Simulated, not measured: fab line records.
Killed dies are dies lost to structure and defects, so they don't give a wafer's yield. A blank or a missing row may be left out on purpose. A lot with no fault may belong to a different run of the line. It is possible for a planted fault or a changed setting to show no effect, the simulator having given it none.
Chamber matching | flow n5_finfet | pecvd-04 running N5_PASSIVATION_PECVD_35: 3 sister chambers
The step deposits SiNx from SiH4/NH3/N2, target thk 700 nm, time 151.3 s. 6 wafers are shown with their chamber, then 10 later ones without.

== WAFERS, EACH WITH ITS CHAMBER ==
wafer  | chamber | throttle_valve_pct (%) | showerhead_plenum_p_Torr (Torr)
L085.1 | 1       | 31.2                   | 8.76
L087.2 | 0       | 27.9                   | 8.73
L087.3 | 1       | 31.4                   | 8.77
L087.4 | 2       | 28.3                   | 8.66
L086.1 | 2       | 28.3                   | 8.66
L086.2 | 0       | 27.9                   | 8.71

== WAFERS WITH NO CHAMBER GIVEN ==
wafer  | throttle_valve_pct (%) | showerhead_plenum_p_Torr (Torr)
L086.5 | 28.3                   | 8.66
L090.1 | 31.5                   | 8.77
L090.3 | 27.7                   | 8.71
L090.6 | 31.7                   | 8.78
L092.3 | 27.6                   | 8.73
L092.4 | 31.4                   | 8.78
L092.6 | 27.4                   | 8.73
L094.4 | 31.6                   | 8.77
L094.5 | 28.0                   | 8.74
L094.6 | 27.2                   | 8.66

== WHICH CHAMBER EACH ONE RAN IN ==
wafer  | from the rows above | in truth
L086.5 | 2                   | 2
L090.1 | 1                   | 1
L090.3 | 0                   | 0
L090.6 | 1                   | 1
L092.3 | 0                   | 0
L092.4 | 1                   | 1
L092.6 | 0                   | 0
L094.4 | 1                   | 1
L094.5 | 0                   | 0
L094.6 | 0                   | 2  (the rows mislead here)
9 of 10 placed correctly. From these rows, 0 cannot be placed. Number placed wrongly: 1.
How it was worked out, from the rows above alone: a wafer's distance from a chamber is the root of the sum, over the readings, of the square of ((its reading less the chamber's mean) divided by the reading's scatter). The wafer belongs to the nearest chamber; if the next one is less than 2 further off, it can't be placed. A chamber's mean is the mean of its shown wafers. The scatter is the square root of a quotient: the sum, over the shown wafers, of each reading's squared deviation from its chamber's mean, divided by wafers minus chambers.
